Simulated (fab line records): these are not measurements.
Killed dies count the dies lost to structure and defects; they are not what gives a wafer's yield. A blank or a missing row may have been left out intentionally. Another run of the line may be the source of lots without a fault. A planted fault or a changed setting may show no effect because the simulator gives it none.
Code-filled problem report in 8D (eight disciplines) form || flow nand-harc || the parts of the form that need people (team, actions taken, sign-off) are left out

## 1. THE PROBLEM
Wafers without a fault read 3.4 with a standard deviation of 2.4, while killed-at-periphery at NHARC_END_SORT_01 averages 16.0 across 2 wafers of 1 lot. Relative to the usual mean, that is a shift of +5.2 standard deviations.
First observed at day 29 19:31: wafer L305.2, on prober-02. The record holds 3 wafers of 1 lot with a number at this step. Rule for "out", or "out of limits": more than 4 standard deviations from the usual mean. Any other wafer with a number is counted as sound.

## 2. WHAT IT IS, WHAT IT ISN'T
{"question": "which readings at this step", "is": "killed-at-periphery", "is not": "killed-at-array, killed-at-other, killed-dies, killed-open, killed-short"}
{"question": "which lots", "is": "L305", "is not": "-"}
{"question": "which wafers of those lots", "is": "L305.2, L305.5", "is not": "L305.1"}
{"question": "read on which gauges", "is": "prober-02", "is not": "-"}
{"question": "when", "is": "from day 29 19:31", "is not": "up to then (1 sound wafer)"}

## 3. THE SUSPECTS, EACH WITH WHAT RULES IT OUT
Counting: any tool at a process step up to the reading remains a suspect provided it ran every lot that is out. Sound lots after the first of them don't rule it out here, since some wafers of a struck lot are sound.
- the gauge at NHARC_END_SORT_01: kept. All the wafers that are out were read on prober-02, and no step on other tools shows them out.
- cvd-w-02 at NHARC_P_CONTACT_CVD_23 (deposits W, target thk 200 nm, time 557 s): kept. It ran the lot that is out, L305 (day 10 19:01).
- plasma-asher-01 at NHARC_THIN_TSV_STRIP_45 (strips in O2): kept. It ran the lot that is out, L305 (day 29 05:39).
- rie-diel-06 at NHARC_THIN_TSV_DESCUM_35 (chemistry O2, time 3 s): kept. It ran the lot that is out, L305 (day 29 10:41).
- rie-metal-03 at NHARC_THIN_TSV_ETCH_36 (etches the open film in Cl2/BCl3, target depth 65 nm, time 18.571 s): kept. It ran the lot that is out, L305 (day 29 11:05).
- Within cvd-w-02 at NHARC_P_CONTACT_CVD_23: the wafers that are out ran in chamber 0; their sound lot-mates ran in chamber 1.
- Within plasma-asher-01 at NHARC_THIN_TSV_STRIP_45: the wafers that are out ran in chamber 0; their sound lot-mates ran in chamber 1.
- Within rie-metal-03 at NHARC_THIN_TSV_ETCH_36: the wafers that are out ran in chamber 1; their sound lot-mates ran in chamber 0.
Left after counting: cvd-w-02 at NHARC_P_CONTACT_CVD_23, plasma-asher-01 at NHARC_THIN_TSV_STRIP_45, rie-diel-06 at NHARC_THIN_TSV_DESCUM_35, rie-metal-03 at NHARC_THIN_TSV_ETCH_36, prober-02 at NHARC_END_SORT_01.

## 4. THE CAUSE (what the simulator had put in)
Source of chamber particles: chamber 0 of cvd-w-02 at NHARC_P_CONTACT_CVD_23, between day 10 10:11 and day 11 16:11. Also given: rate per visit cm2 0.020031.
5 suspects survive the count, and this tool is in that group.

## 5. THE CHAIN OF EFFECTS, in route order
Each row: a reading where the mean over the struck wafers with a number is more than 3 standard deviations away from the usual. Readings are gone through only where the record gives a usual standard deviation; hours: the median, over the lots, of the time from a lot's start at the first step in this table giving one to that lot's start at this step; sigmas: the change measured in usual standard deviations.
{"hours": 0, "step": "NHARC_END_SORT_01", "reading": "killed-at-periphery", "usual": 3.4, "on struck wafers": 16.0, "change": "+12.6", "sigmas": "+5.2"}

## 6. HOW IT WOULD HAVE BEEN CAUGHT EARLIER
In this record the first reading out of limits at a measuring or inspecting step was taken at day 29 19:31, 465 hours after the fault began at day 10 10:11.
No tool reading at NHARC_P_CONTACT_CVD_23 that has a usual standard deviation in the record was out on any struck wafer, so an alarm limit of 4 standard deviations on those readings would not have fired.
By day 29 19:31, every lot that is out (1) had started NHARC_P_CONTACT_CVD_23 on cvd-w-02. Tool hold at that time: it would have spared none of them.
